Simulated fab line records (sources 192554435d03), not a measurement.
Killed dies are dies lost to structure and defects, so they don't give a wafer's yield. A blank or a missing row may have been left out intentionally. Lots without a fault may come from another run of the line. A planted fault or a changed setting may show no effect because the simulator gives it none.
Which tool was responsible? | flow n5Finfet | 24 lots (72 wafers sampled), 1 step of a 1938-step route

WHAT THE GAUGES READ, wafer by wafer
N5_BEOL_M3_CD_MEAS_18: pitch 36 nm, target cd 18 nm. Usual: cdNm reads 17.9 nm (standard deviation 0.41).
lot  | measured     | on       | cdNm (nm)      | flag
L074 | day 7 02:53  | cdSem-01 | 18.6 17.9 18.3 | 
L076 | day 7 09:16  | cdSem-01 | 17.2 17.0 17.8 | 
L075 | day 7 14:10  | cdSem-02 | 18.0 18.2 17.4 | 
L077 | day 7 17:51  | cdSem-02 | 17.0 18.0 17.3 | 
L078 | day 8 03:56  | cdSem-03 | 18.5 18.2 17.5 | 
L079 | day 8 08:35  | cdSem-01 | 17.3 17.1 17.5 | 
L080 | day 8 14:46  | cdSem-01 | 18.7 18.4 17.4 | 
L081 | day 8 15:28  | cdSem-01 | 17.9 18.2 17.9 | 
L082 | day 9 00:36  | cdSem-01 | 17.4 18.3 17.9 | 
L083 | day 9 09:20  | cdSem-03 | 18.2 18.1 17.6 | 
L084 | day 9 09:23  | cdSem-01 | 17.4 18.2 17.9 | 
L085 | day 10 01:27 | cdSem-01 | 17.9 17.9 17.7 | 
L086 | day 10 01:32 | cdSem-02 | 17.9 18.6 18.4 | 
L088 | day 10 09:01 | cdSem-03 | 17.9 18.4 18.0 | 
L087 | day 10 10:05 | cdSem-02 | 17.7 17.9 18.6 | 
L089 | day 10 16:07 | cdSem-03 | 17.8 17.6 17.5 | 
L091 | day 11 01:05 | cdSem-01 | 18.1 18.0 17.8 | 
L090 | day 11 01:11 | cdSem-01 | 18.1 17.5 17.5 | 
L093 | day 11 17:40 | cdSem-02 | 17.8 18.0 18.0 | 
L092 | day 12 10:22 | cdSem-01 | 17.9 17.8 17.6 | 
L094 | day 12 12:53 | cdSem-03 | 18.3 17.6 17.3 | 
L095 | day 12 15:22 | cdSem-03 | 18.4 17.6 17.6 | 
L096 | day 12 22:31 | cdSem-01 | 17.9 18.6 17.5 | 
L097 | day 13 01:34 | cdSem-03 | 18.0 17.7 17.5 | 

EACH LOT AND THE TOOL THAT RAN IT (in order: tool; ch and the chambers of the sampled wafers; start)
No process step before these readings appears in the record.

WHAT THE TOOLS THEMSELVES READ (means of the sampled wafers that have a number; where no wafer has one, the mark that the record gives instead)
The record holds no such reading with a usual standard deviation.

THE ANSWER, worked out from the rows above alone
Rule: a lot is off if the mean of its wafers that have a number lies more than 3 standard deviations from the usual mean. Also off: a lot with no number at a reading for which 4 or more lots have one. Where the step has rows for the other lots, those lots are counted as sound. Order of review: gauges by route order, followed by the tools' own readings, for which a lot's mean as printed above is used. The first step at which some lot is off is used, and at that step the reading that is off furthest; a lot without a number counts as furthest.
Across all readings shown, no lot is off: no conclusion can be drawn from this.

WHAT HAD BEEN PUT IN BY THE SIMULATOR
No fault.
